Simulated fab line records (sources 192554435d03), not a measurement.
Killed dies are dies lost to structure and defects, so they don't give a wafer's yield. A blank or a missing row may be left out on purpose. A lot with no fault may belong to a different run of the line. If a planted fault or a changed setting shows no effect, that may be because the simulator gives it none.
A struck lot beside a sound one + flow n5 finfet + 15 out of 1938 route steps
Sound: the wafers L364.3, L364.4, L364.6. Struck: wafer L375.2. (L375.3, L375.4 of the same lot were not struck and are left out.) The cause comes at the end.
Order at every step that has rows: each side's tool, ch and its chambers, its first start. Under that, the readings that differ: sound wafers + struck wafers + difference of the means + sigmas: that difference in standard deviations of wafers without a fault.
alike: same words and numbers on both sides, and readings whose means sit less than 2 such deviations apart. not compared: any withheld reading, any reading some wafer has no value for, any bound like >300 that may hide the same value, and any number with overlapping values for which the record gives no deviation.
A row with sigmas, a row that says differs or no value, or rows on one side alone: a step with any of these is where the two part. Numbers that have no deviation but don't overlap get no sigmas and don't part them. Lack of a reading on every wafer of one side parts them only where that side has two or more wafers.

first, 6 steps without rows for these wafers: N5_BEOL_M7_COAT_22 (resist thk 30 nm); N5_BEOL_M7_EBR_24; N5_BEOL_M7_SOFTBAKE_23 (time 60 s); N5_BEOL_M7_EXPOSE_25 (exposes mask V6, target cd 40 nm); N5_BEOL_M7_PEB_26 (peb time 60 s); N5_BEOL_M7_DEVELOP_27 (develop time 30 s).
N5_BEOL_M7_CD_MEAS_28 targets a cd of 40 nm.
  sound on cd sem-01 ch 0, day 10 18:29; struck on cd sem-03 ch 0, day 13 15:09
  alike: cd nm
N5_BEOL_M7_OVL_MEAS_29:
  sound on overlay-01 ch 0, day 10 18:31; struck on overlay-02 ch 0, day 13 15:13
  alike: V6_OVL
N5_BEOL_M7_INSPECT_30: inspects for defects (brightfield).
  sound on defect inspect-02, day 10 18:34; struck on defect inspect-02, day 13 15:16
  alike: raw defect count
N5_BEOL_M7_DESCUM_33: chemistry O2, time 7 s.
  sound on rie diel-04 ch 1,2,3, day 10 18:44; struck on rie diel-04 ch 1, day 13 15:29
  alike: drypump motor current A, oes product au, rf vpp V, showerhead plenum p Torr, throttle valve pct
  not compared: rf hours counter h
N5_BEOL_M7_ETCH_72: etches underlayer in N2/H2, target depth 6.5 nm, time 5.2 s.
  sound on rie diel-04 ch 1,2,3, day 10 18:46; struck on rie diel-04 ch 1, day 13 15:31
  alike: drypump motor current A, etch rf on time s, oes product au, rf vpp V, showerhead plenum p Torr, throttle valve pct
  not compared: rf hours counter h
N5_BEOL_M7_ETCH_65: etches SiARC in CF4, target depth 15.6 nm, time 26 s.
  sound on rie diel-04 ch 1,2,3, day 10 18:47; struck on rie diel-04 ch 1, day 13 15:32
  alike: drypump motor current A, etch rf on time s, oes product au, rf vpp V, showerhead plenum p Torr, throttle valve pct
  not compared: rf hours counter h
N5_BEOL_M7_ETCH_66: etches SOC in N2/H2, target depth 80 nm, overetch 16 nm, time 120 s.
  sound on rie diel-04 ch 1,2,3, day 10 18:49; struck on rie diel-04 ch 1, day 13 15:34
| reading          | sound             | struck | difference | sigmas |
|------------------|-------------------|--------|------------|--------|
| run length s (s) | 143.1 143.1 143.3 | 136.0  | -7.2       | -17    |
  alike: drypump motor current A, oes product au, rf vpp V, showerhead plenum p Torr, throttle valve pct
  not compared: rf hours counter h
then, 1 step without rows for these wafers: N5_BEOL_M7_STRIP_69 (strips in N2/H2).
-- the record jumps here: 3 days lie between the struck wafers' starts before and after (it left off in module BEOL_M7 and takes up again in module PASSIVATION, whose first step shown is number 1936 of the route) --
N5_PASSIVATION_PROBE_49:
  record: rows for the struck wafers here (prober-02, day 16 19:14), none for the sound ones

WHERE THEY PART
First at N5_BEOL_M7_ETCH_66; last, within this record, at N5_PASSIVATION_PROBE_49.

WHY: the cause the simulator had injected
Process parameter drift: rie diel-04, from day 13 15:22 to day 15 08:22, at N5_BEOL_M7_ETCH_66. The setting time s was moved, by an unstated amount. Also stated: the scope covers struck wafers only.
